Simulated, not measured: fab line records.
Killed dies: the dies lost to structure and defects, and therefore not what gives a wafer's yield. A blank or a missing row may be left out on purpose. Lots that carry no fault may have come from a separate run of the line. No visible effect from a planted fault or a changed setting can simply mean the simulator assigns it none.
Split-lot trial + flow n5-finfet + 21 wafers read across 7 lots, on a route 1938 steps long

== SPLIT DETAILS ==
At N5_BEOL_M14_ETCH_68 (etches SOC in N2/H2, time 450 s), the setting time-s was moved away from the recipe's 450 s on 7 of the 21 wafers read, by -20.7% to +21.2%. For the rest of the wafers, this setting stayed at what the recipe calls for.

Reading taken at the split's own step.

== THE READING ==
SiARC_of_BEOL_M14_COAT_66.thk-nm (the simulator's own value, which no gauge read), in nm, at N5_BEOL_M14_ETCH_68 (etches SOC in N2/H2, time 450 s). The file does not state a usual value for it. Here, 14 wafers ran the recipe; their average is 64.9 nm with a standard deviation of 0.9 nm.

| wafer  | tool, chamber at the split | time-s as run, s | against the recipe | SiARC_of_BEOL_M14_COAT_66.thk-nm, nm | against lot-mates on the recipe |
|--------|----------------------------|------------------|--------------------|--------------------------------------|---------------------------------|
| L078.2 | rie-diel-02, 1             | 545.4            | +21.2%             | 57.6                                 | -6.6                            |
| L078.3 | rie-diel-02, 0             | 545.4            | +21.2%             | 57.8                                 | -6.4                            |
| L078.5 | rie-diel-02, 2             | 450              | recipe             | 64.2                                 | -                               |
| L080.4 | rie-diel-03, 2             | 450              | recipe             | 65                                   | -                               |
| L080.5 | rie-diel-03, 3             | 450              | recipe             | 64.2                                 | -                               |
| L080.6 | rie-diel-03, 2             | 450              | recipe             | 65.2                                 | -                               |
| L076.1 | rie-diel-03, 3             | 394.8            | -12.3%             | 69.6                                 | +4.0                            |
| L076.3 | rie-diel-03, 1             | 394.8            | -12.3%             | 70.2                                 | +4.6                            |
| L076.4 | rie-diel-03, 0             | 450              | recipe             | 65.6                                 | -                               |
| L091.1 | rie-diel-02, 3             | 450              | recipe             | 65                                   | -                               |
| L091.3 | rie-diel-02, 2             | 450              | recipe             | 63.6                                 | -                               |
| L091.4 | rie-diel-02, 0             | 370.6            | -17.6%             | 73.8                                 | +9.5                            |
| L090.3 | rie-diel-02, 2             | 357              | -20.7%             | 73.2                                 | +6.6                            |
| L090.4 | rie-diel-02, 1             | 450              | recipe             | 66.6                                 | -                               |
| L090.5 | rie-diel-02, 3             | 357              | -20.7%             | 74                                   | +7.4                            |
| L093.4 | rie-diel-02, 1             | 450              | recipe             | 66.2                                 | -                               |
| L093.5 | rie-diel-02, 0             | 450              | recipe             | 66                                   | -                               |
| L093.6 | rie-diel-02, 2             | 450              | recipe             | 63.6                                 | -                               |
| L095.1 | rie-diel-03, 3,1           | 450              | recipe             | 64.4                                 | -                               |
| L095.4 | rie-diel-03, 3,1           | 450              | recipe             | 64.4                                 | -                               |
| L095.5 | rie-diel-03, 2             | 450              | recipe             | 65.2                                 | -                               |
Where a row lists several chambers, the file gives one row for several wafers and doesn't say which wafer went through which chamber.

THE FIT
A straight line over all 21 wafers: SiARC_of_BEOL_M14_COAT_66.thk-nm changes by -0.394 nm for each +1% of time-s; r = -0.98; the points scatter about the line by 0.95 nm.
The same after taking each lot's own level away (the mean of its wafers on the recipe; 21 wafers): -0.35 nm for each +1%; r = -0.97; scatter 0.99 nm.
The reading moves by 7.4 nm for the largest change in time-s, on that fit.
The lots' own levels span 64.20 to 66.60 nm, that is 2.7 times the standard deviation above.
So the slope is not independent of the lot-to-lot level: the two fits are not the same.
Check: with one of the wafers moved furthest among these (+21.2%) left out of the fit, the line predicts -7.44 nm for it against its lot-mates. It came out at -6.6 nm against them.

== THE OTHER SPLITS THESE WAFERS WENT THROUGH ==
Note: prior to the reading, these wafers also went through further splits. Each is held against what the fit with the lots' levels taken away leaves over:
| other split on the same wafers | wafers away from the commonest value | r with SiARC_of_BEOL_M14_COAT_66.thk-nm (lot level and that fit taken away) |
|--------------------------------|--------------------------------------|-----------------------------------------------------------------------------|
| N5_BEOL_M13_COAT_66 spin-rpm   | 8                                    | -0.01                                                                       |

== THE FILE'S OWN FIT ==
SiARC_of_BEOL_M14_COAT_66.thk-nm changes by -0.376 nm for each +1% of time-s, r = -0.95.
